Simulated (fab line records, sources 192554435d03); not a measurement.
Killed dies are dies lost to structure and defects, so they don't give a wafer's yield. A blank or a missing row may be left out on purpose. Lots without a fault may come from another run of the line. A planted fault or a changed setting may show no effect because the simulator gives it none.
Split-lot experiment | flow n5_finfet | 7 lots, 39 wafers read, on a route of 1938 steps

THE SPLIT
At N5_SD_EPI_N_DESCUM_14 (chemistry O2, time 7.9 s), the setting time_s was moved away from the recipe's 7.9 s on 15 of the 39 wafers read, by -49.2% to +46.6%. The other wafers ran this setting at the recipe's value.

The reading is taken at the split's own step.

THE READING
CAR-ArF-block_of_SD_EPI_N_COAT_03.thk_nm (the simulator's own value, which no gauge read), in nm, at N5_SD_EPI_N_DESCUM_14 (chemistry O2, time 7.9 s). The file gives no usual value for it. The 24 wafers here that ran the recipe average 143.9 nm, standard deviation 0.45 nm.

wafer  | tool, chamber at the split | time_s as run, s | against the recipe | CAR-ArF-block_of_SD_EPI_N_COAT_03.thk_nm, nm | against lot-mates on the recipe
L079.1 | rie_diel-05, 0             | 4.816            | -39.0%             | 147                                          | +2.3
L079.2 | rie_diel-05, 1             | 7.9              | recipe             | 144.4                                        | -
L079.3 | rie_diel-05, 2             | 7.9              | recipe             | 145                                          | -
L079.4 | rie_diel-05, 3             | 7.9              | recipe             | 144.6                                        | -
L079.5 | rie_diel-05, 2             | 4.816            | -39.0%             | 146.8                                        | +2.1
L079.6 | rie_diel-05, 3             | 4.816            | -39.0%             | 146.4                                        | +1.7
L080.1 | rie_diel-03, 1,3,2         | 6.457            | -18.3%             | 144.8                                        | +1.0
L080.3 | rie_diel-03, 1,3,2         | 6.457            | -18.3%             | 144.8                                        | +1.0
L080.5 | rie_diel-03, 1,3,2         | 6.457            | -18.3%             | 144.8                                        | +1.0
L080.2 | rie_diel-03, 2             | 7.9              | recipe             | 143.8                                        | -
L080.4 | rie_diel-03, 0             | 7.9              | recipe             | 143.6                                        | -
L080.6 | rie_diel-03, 1             | 7.9              | recipe             | 144                                          | -
L082.1 | rie_diel-03, 0             | 7.9              | recipe             | 143.2                                        | -
L082.2 | rie_diel-03, 1,3           | 7.9              | recipe             | 143.6                                        | -
L082.4 | rie_diel-03, 1,3           | 7.9              | recipe             | 143.6                                        | -
L082.3 | rie_diel-03, 2,3           | 7.9              | recipe             | 143.8                                        | -
L082.5 | rie_diel-03, 2,3           | 7.9              | recipe             | 143.8                                        | -
L082.6 | rie_diel-03, 2             | 7.9              | recipe             | 144                                          | -
L085.1 | rie_diel-03, 0             | 7.9              | recipe             | 144.2                                        | -
L085.2 | rie_diel-03, 1,2           | 7.9              | recipe             | 144.4                                        | -
L085.3 | rie_diel-03, 1,2           | 7.9              | recipe             | 144.4                                        | -
L085.4 | rie_diel-03, 3             | 4.01             | -49.2%             | 146.4                                        | +2.1
L085.5 | rie_diel-03, 2,3           | 4.01             | -49.2%             | 146.2                                        | +1.9
L085.6 | rie_diel-03, 2,3           | 4.01             | -49.2%             | 146.2                                        | +1.9
L086.1 | rie_diel-04, 2             | 7.9              | recipe             | 143.8                                        | -
L086.2 | rie_diel-04, 0             | 7.9              | recipe             | 144.2                                        | -
L086.4 | rie_diel-04, 3             | 7.9              | recipe             | 144                                          | -
L090.1 | rie_diel-04, 0,2           | 7.9              | recipe             | 143.4                                        | -
L090.4 | rie_diel-04, 0,2           | 7.9              | recipe             | 143.4                                        | -
L090.2 | rie_diel-04, 2             | 6.313            | -20.1%             | 144                                          | +0.7
L090.3 | rie_diel-04, 1             | 6.313            | -20.1%             | 144.2                                        | +0.9
L090.5 | rie_diel-04, 0             | 6.313            | -20.1%             | 143.8                                        | +0.5
L090.6 | rie_diel-04, 1             | 7.9              | recipe             | 143                                          | -
L094.1 | rie_diel-03, 3,2           | 11.58            | +46.6%             | 141.6                                        | -2.2
L094.2 | rie_diel-03, 3,2           | 11.58            | +46.6%             | 141.6                                        | -2.2
L094.3 | rie_diel-03, 0             | 11.58            | +46.6%             | 141.8                                        | -2.0
L094.4 | rie_diel-03, 3,2,0         | 7.9              | recipe             | 143.8                                        | -
L094.5 | rie_diel-03, 3,2,0         | 7.9              | recipe             | 143.8                                        | -
L094.6 | rie_diel-03, 3,2,0         | 7.9              | recipe             | 143.8                                        | -
Where a row lists several chambers, the file gives one row for several wafers and doesn't say which wafer went through which chamber.

THE FIT
A straight line over all 39 wafers: CAR-ArF-block_of_SD_EPI_N_COAT_03.thk_nm changes by -0.0511 nm for each +1% of time_s; r = -0.91; the points scatter about the line by 0.52 nm.
The same after taking each lot's own level away (the mean of its wafers on the recipe; 39 wafers): -0.045 nm for each +1%; r = -0.98; scatter 0.23 nm.
On that fit, the largest move of time_s shifts the reading by 2.2 nm.
The lots' own levels span 143.27 to 144.67 nm, that is 3.1 times the standard deviation above.
So the lot-to-lot level changes the slope: the two fits differ.
Check: with one of the wafers moved furthest among these (-49.2%) left out of the fit, the line predicts +2.23 nm for it against its lot-mates. It came out at +2.07 nm against them.

OTHER SPLITS ON THESE WAFERS
These wafers also went through other splits before the reading. Each is held against what the fit with the lots' levels taken away leaves over:
other split on the same wafers     | wafers away from the commonest value | r with CAR-ArF-block_of_SD_EPI_N_COAT_03.thk_nm (lot level and that fit taken away)
N5_FIN_SAQP_HM_DEP_72 target_thk_a | 12                                   | +0.03

THE FILE'S OWN FIT
CAR-ArF-block_of_SD_EPI_N_COAT_03.thk_nm changes by -0.045 nm for each +1% of time_s, r = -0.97.
